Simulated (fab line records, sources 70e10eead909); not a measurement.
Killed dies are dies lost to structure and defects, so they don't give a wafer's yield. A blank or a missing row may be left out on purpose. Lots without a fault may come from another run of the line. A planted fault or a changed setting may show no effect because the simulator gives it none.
Chamber matching | flow nand_harc | NHARC_A_M1_PRE_CLEAN_32 on pecvd-03: 3 sister chambers
The step time 12 s. 18 wafers are shown with their chamber, then 9 later ones without.

WAFERS WITH THEIR CHAMBER
wafer  | chamber | heater_power_w (W) | susceptor_temp_C (C)
L074.2 | 1       | 605                | 369.78
L074.4 | 0       | 719                | 369.67
L074.5 | 2       | 599                | 369.81
L077.1 | 0       | 725                | 369.76
L077.4 | 2       | 584                | 370.01
L077.6 | 0       | 716                | 369.90
L076.1 | 2       | 550                | 369.67
L076.2 | 1       | 674                | 369.98
L076.5 | 2       | 568                | 369.88
L078.1 | 2       | 535                | 370.03
L078.3 | 0       | 719                | 370.03
L078.5 | 0       | 720                | 370.16
L080.3 | 2       | 572                | 369.96
L080.4 | 1       | 697                | 369.54
L080.5 | 2       | 567                | 369.73
L079.4 | 2       | 595                | 370.38
L079.5 | 0       | 746                | 369.74
L079.6 | 1       | 713                | 370.10

SIGNATURES (means of the wafers above)
reading          | chamber 0 | chamber 1 | chamber 2 | scatter within a chamber
heater_power_w   | 724.17    | 672.25    | 571.25    | 26.7
susceptor_temp_C | 369.8767  | 369.8500  | 369.9337  | 0.217
Rule: a wafer's distance from a chamber is the root of the sum, over the readings, of the square of ((its reading less the chamber's mean) divided by the reading's scatter). The wafer belongs to the nearest chamber; if the next one is less than 2 further off, it can't be placed. The scatter: the root of (the sum of the squares of (reading less its chamber's mean) over the shown wafers, divided by (wafers less chambers)).

WAFERS WITHOUT THEIR CHAMBER
wafer  | heater_power_w (W) | susceptor_temp_C (C)
L086.1 | 707                | 370.40
L086.3 | 657                | 370.02
L086.6 | 664                | 370.02
L091.1 | 688                | 369.96
L091.2 | 634                | 369.81
L091.6 | 618                | 370.09
L097.3 | 739                | 369.93
L097.4 | 590                | 369.59
L097.6 | 743                | 370.13

WHICH CHAMBER EACH WENT THROUGH
wafer  | from the rows above          | in truth
L086.1 | can't be placed: 0 or 1      | 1
L086.3 | can't be placed: 1 or 0      | 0
L086.6 | can't be placed: 1 or 0      | 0
L091.1 | can't be placed: 1 or 0      | 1
L091.2 | can't be placed: 1 or 2 or 0 | 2
L091.6 | can't be placed: 2 or 1      | 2
L097.3 | can't be placed: 0 or 1      | 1
L097.4 | can't be placed: 2 or 1      | 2
L097.6 | can't be placed: 0 or 1      | 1
Placed correctly: 0 of 9. Can't be placed from these rows: 9 (the true chamber is among the candidates in 9). Placed wrongly: 0.
